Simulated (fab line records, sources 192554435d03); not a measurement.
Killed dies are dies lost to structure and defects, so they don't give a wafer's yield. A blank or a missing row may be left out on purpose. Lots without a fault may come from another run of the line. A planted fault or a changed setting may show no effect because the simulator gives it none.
fab line records | flow n5_finfet
record lots=7 wafers=39
route steps=1938 shown ZERO_LAYER@4 DUMMY_GATE@237 MOL_CONTACT_COAG@629
start_h: hours from the record's first day to the start of the lot's first wafer shown | wait_h: hours since the lot's step before | " the same as in the row above | L1.1+2: a row that stands for several wafers | - no value, or no start given | * or withheld: withheld | < > ~ a bound
route shown NAME@n: a module of which the file shows steps, and the number in the route of the first | usual: mean/standard deviation of fault-free wafers | same: alike in all rows | chamber/n: place in a boat | sites: the reading at each site | _std_site: their standard deviation | _edge_site: outer sites' mean less inner sites' | radius_mm: how far each site lies from the wafer's centre | mask NAME#n: copy n | behind: the tool/chamber that last shaped the wafer | hold: why the lot was held/for how many hours/how that ended | device: the transistor (n, p or np) that didn't switch | end of line: the same wafers' tests at the end of the route | a step without rows: its recipe alone | killed: dies lost to structure and defects at the first sort, not the wafer's yield | map: a wafer's dies, x killed, . not, _ none there
set.NAME: the setting as run; set.NAME@STEP: as run at that earlier step | model.NAME: the simulator's own value behind a step, which no gauge read
lots whose settings were changed on purpose; a table a step, a row a wafer
## steps
# step N5_ZERO_LAYER_PECVD_02
# recipe material=SiO2 target_thk_a=100 temp_c=400 precursor=SiH4/N2O pressure_torr=0.75 rf_w=275 time_s=6
# columns lot.wafer tool chamber start_h wait_h set.target_thk_a model.SiO2_of_ZERO_LAYER_PECVD_02.thk_nm
L076.1 pecvd-04 2 24.28 0.0 100 9.986
L076.2 " 0 " " 100 9.87
L076.3 " 0 " " 111.4 11.05
L076.4 " 2 " " 111.4 11.11
L076.5 " 0 " " 100 9.953
L076.6 " 2 " " 111.4 11.22
L079.1 pecvd-01 1 42.28 0.0 100 9.911
L079.2 " 2 " " 100 9.915
L079.3 " 0 " " 100 9.815
L079.4 " 2 " " 100 10.25
L079.5 " 0 " " 100 10.11
L079.6 " 1 " " 100 10.07
L081.1 pecvd-04 1 54.29 0.0 114.2 11.31
L081.2 " 0 " " 100 9.706
L081.3 " 2 " " 114.2 11.06
L081.4 " 1 " " 100 9.862
L081.5 " 2 " " 114.2 11.09
L081.6 " 0 " " 100 9.973
L084.1 pecvd-03 1 72.28 0.0 100 9.773
L084.2 " 2 " " 100 9.758
L084.3 " 0 " " 100 9.92
L084.4 " 2 " " 100 10.03
L084.5 " 1 " " 100 9.924
L084.6 " 0 " " 100 10.06
L085.2 pecvd-01 1 78.28 0.0 100 10.07
L085.3 " 2 " " 100 10.18
L085.6 " 2 " " 100 10.45
L092.1 pecvd-03 0 120.32 0.0 100 10.18
L092.2 " 2 " " 100 9.978
L092.3 " 1 " " 100 10.11
L092.4 " 2 " " 100 9.94
L092.5 " 1 " " 100 10.21
L092.6 " 0 " " 100 10.36
L094.1 pecvd-04 2 132.28 0.0 100 9.979
L094.2 " 0 " " 100 9.783
L094.3 " 1 " " 104.8 10.07
L094.4 " 0 " " 104.8 10.46
L094.5 " 1 " " 100 9.658
L094.6 " 2 " " 104.8 10.59
# step N5_DUMMY_GATE_ETCH_37
# recipe chemistry=N2/H2 target=SOC target_depth_a=600 overetch_a=300 temp_c=40 ion_energy_ev=200 pressure_mtorr=30 source_w=840 bias_w=150 n2_flow_sccm=200 h2_flow_sccm=200
# usual rf_vpp_V=523.8/2.5
# columns lot.wafer tool chamber start_h wait_h set.source_w rf_vpp_V
L076.1 rie_diel-04 3 58.75 0.0 898.8 511.4
L076.2 " 0 " " 840 526.3
L076.3 " 2 " " 898.8 509.3
L076.4 " 2 " " 898.8 509.4
L076.5 " 3 " " 840 520.4
L076.6 " 0 " " 840 526.4
L079.1 rie_diel-04 3 77.12 0.0 840 521.5
L079.2 " 0 " " 840 528.8
L079.3 " 1 " " 840 526.0
L079.4 " 2 " " 840 520.7
L079.5 " 2 " " 840 520.5
L079.6 " 1 " " 840 525.3
L081.1 rie_diel-02 1 87.20 0.0 840 523.8
L081.2 " 2 " " 840 519.3
L081.3 " 3 " " 840 523.3
L081.4 " 0 " " 840 525.5
L081.5 " 2 " " 840 520.2
L081.6 " 1 " " 840 524.9
L084.1 rie_diel-04 3 110.70 0.0 840 522.2
L084.2 " 0 " " 840 525.5
L084.3 " 2 " " 791.4 531.5
L084.4 " 1 " " 791.4 536.5
L084.5 " 1 " " 791.4 535.9
L084.6 " 2 " " 840 520.1
L085.2 rie_diel-04 0 117.28 0.0 840 525.6
L085.3 " 3 " " 840 522.5
L085.6 " 2 " " 840 520.8
L092.1 rie_diel-01 1 155.86 0.0 998.8 496.6
L092.2 " 3 " " 840 524.6
L092.3 " 0 " " 998.8 493.9
L092.4 " 2 " " 840 523.8
L092.5 " 2 " " 998.8 492.3
L092.6 " 3 " " 840 523.4
L094.1 rie_diel-02 3 167.29 0.0 985.4 496.7
L094.2 " 0 " " 985.4 498.5
L094.3 " 2 " " 985.4 500.2
L094.4 " 0 " " 840 526.6
L094.5 " 2 " " 840 528.8
L094.6 " 3 " " 840 524.9
# step N5_MOL_CONTACT_COAG_ANNEAL_112
# recipe temp_c=400 time_s=1800 ambient=HPD2 pressure_atm=10
# usual wafer_temp_C_max=402.5/0.47
# columns lot.wafer tool chamber start_h wait_h set.temp_c wafer_temp_C_max
L076.1 hp_anneal-01 0 114.50 0.0 395.1 398.3
L076.2 " 0 " " 395.1 397.6
L076.3 " 0 " " 395.1 397.6
L076.4 " 0 " " 395.1 397.7
L076.5 " 0 " " 395.1 397.0
L076.6 " 0 " " 395.1 397.0
L079.1 hp_anneal-01 0 130.60 0.7 400 403.0
L079.2 " 0 " " 400 402.2
L079.3 " 0 " " 400 402.0
L079.4 " 0 " " 400 402.7
L079.5 " 0 " " 400 401.8
L079.6 " 0 " " 400 402.0
L081.1 hp_anneal-01 0 142.63 0.0 404.2 406.3
L081.2 " 0 " " 404.2 406.6
L081.3 " 0 " " 404.2 407.0
L081.4 " 0 " " 404.2 406.6
L081.5 " 0 " " 404.2 407.0
L081.6 " 0 " " 404.2 406.3
L084.1 hp_anneal-01 0 166.51 0.2 400 403.0
L084.2 " 0 " " 400 402.3
L084.3 " 0 " " 400 402.5
L084.4 " 0 " " 400 401.7
L084.5 " 0 " " 400 402.7
L084.6 " 0 " " 400 402.9
L085.2 hp_anneal-01 0 172.75 0.0 400 402.8
L085.3 " 0 " " 400 402.4
L085.6 " 0 " " 400 402.7
L092.1 hp_anneal-01 0 208.76 0.0 410.1 412.7
L092.2 " 0 " " 410.1 413.5
L092.3 " 0 " " 410.1 412.6
L092.4 " 0 " " 410.1 412.5
L092.5 " 0 " " 410.1 412.1
L092.6 " 0 " " 410.1 413.0
L094.1 hp_anneal-01 0 220.81 0.0 388.9 391.3
L094.2 " 0 " " 388.9 392.1
L094.3 " 0 " " 388.9 391.6
L094.4 " 0 " " 388.9 391.4
L094.5 " 0 " " 388.9 391.0
L094.6 " 0 " " 388.9 390.8
## key
split step=N5_ZERO_LAYER_PECVD_02 setting=target_thk_a stated=100 by=wafer
response step=N5_ZERO_LAYER_PECVD_02 reading=model.SiO2_of_ZERO_LAYER_PECVD_02.thk_nm change=+0.0982 per=1% r=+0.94
split step=N5_DUMMY_GATE_ETCH_37 setting=source_w stated=840 by=wafer
response step=N5_DUMMY_GATE_ETCH_37 reading=rf_vpp_V change=-1.65 per=1% r=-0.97
split step=N5_MOL_CONTACT_COAG_ANNEAL_112 setting=temp_c stated=400 by=lot
response step=N5_MOL_CONTACT_COAG_ANNEAL_112 reading=wafer_temp_C_max change=* per=1% r=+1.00
